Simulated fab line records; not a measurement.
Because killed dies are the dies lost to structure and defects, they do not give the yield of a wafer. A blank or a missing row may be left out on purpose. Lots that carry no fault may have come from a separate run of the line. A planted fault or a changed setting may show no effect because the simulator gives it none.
Which tool was responsible? :: flow nand-harc :: 36 wafers from 12 lots sampled at 2 of the route's 1302 steps

== WHAT THE GAUGES SHOWED, per wafer ==
NHARC_P_M0_CD_MEAS_09: the cd target is 90 nm.
lot: L075
measured: day 6 11:42
on: cd-sem-03
cd-nm (nm): 89.9 88.9 89.2

lot: L077
measured: day 7 09:29
on: cd-sem-02
cd-nm (nm): 89.7 90.1 89.3

lot: L079
measured: day 8 07:41
on: cd-sem-01
cd-nm (nm): 89.3 89.8 91.0

lot: L082
measured: day 9 05:50
on: cd-sem-03
cd-nm (nm): 90.4 89.5 89.1

lot: L083
measured: day 9 22:14
on: cd-sem-02
cd-nm (nm): 88.9 87.2 90.1

lot: L085
measured: day 10 14:05
on: cd-sem-02
cd-nm (nm): 90.3 90.5 90.7

lot: L087
measured: day 12 02:23
on: cd-sem-03
cd-nm (nm): 90.2 89.2 88.1

lot: L089
measured: day 12 16:21
on: cd-sem-03
cd-nm (nm): 90.2 90.8 90.2

lot: L091
measured: day 13 05:44
on: cd-sem-02
cd-nm (nm): 88.7 89.8 88.1

lot: L093
measured: day 14 03:21
on: cd-sem-03
cd-nm (nm): 89.6 89.3 89.1

lot: L095
measured: day 14 20:40
on: cd-sem-03
cd-nm (nm): 89.5 90.4 90.3

lot: L097
measured: day 15 16:36
on: cd-sem-03
cd-nm (nm): 89.8 90.1 90.4

== WHICH TOOL RAN EACH LOT (tool, then ch and the chambers of the sampled wafers, then the start) ==
lot: L075
NHARC_P_CONTACT_CVD_23: cvd-w-02 ch 0,1, day 6 11:42 or earlier

lot: L077
NHARC_P_CONTACT_CVD_23: cvd-w-02 ch 0,1, day 7 09:29 or earlier

lot: L079
NHARC_P_CONTACT_CVD_23: cvd-w-02 ch 0, day 8 07:41 or earlier

lot: L082
NHARC_P_CONTACT_CVD_23: cvd-w-02 ch 0,1, day 9 05:50 or earlier

lot: L083
NHARC_P_CONTACT_CVD_23: cvd-w-01 ch 0,1, day 9 22:14 or earlier

lot: L085
NHARC_P_CONTACT_CVD_23: cvd-w-01 ch 0,1, day 10 14:05 or earlier

lot: L087
NHARC_P_CONTACT_CVD_23: cvd-w-02 ch 0,1, day 12 02:23 or earlier

lot: L089
NHARC_P_CONTACT_CVD_23: cvd-w-01 ch 0, day 12 16:21 or earlier

lot: L091
NHARC_P_CONTACT_CVD_23: cvd-w-02 ch 0,1, day 13 05:44 or earlier

lot: L093
NHARC_P_CONTACT_CVD_23: cvd-w-02 ch 0,1, day 14 03:21 or earlier

lot: L095
NHARC_P_CONTACT_CVD_23: cvd-w-02 ch 0,1, day 14 20:40 or earlier

lot: L097
NHARC_P_CONTACT_CVD_23: cvd-w-02 ch 0,1, day 15 16:36 or earlier
- NHARC_P_CONTACT_CVD_23: deposits W, target thk 200 nm, time 557 s.

== THE ANSWER, worked out from the rows above alone ==
Rule: the usual values come from the lots themselves. The widest of any qualifying gaps counts: lots, ordered by their means at a reading, are off when they make up no more than a third of the lots, leave a main group of 4 or more, and stand apart from it by 3 or more times the standard deviation of that group's means. If all means in a main group match to the digits the tables above print for the reading, that group is not used. Also off: a lot with no number at a reading for which 4 or more lots have one. Where the step has rows for the other lots, those lots are counted as sound.
Across all readings shown, no lot is off: no conclusion can be drawn from this.

== WHAT THE SIMULATOR PUT IN ==
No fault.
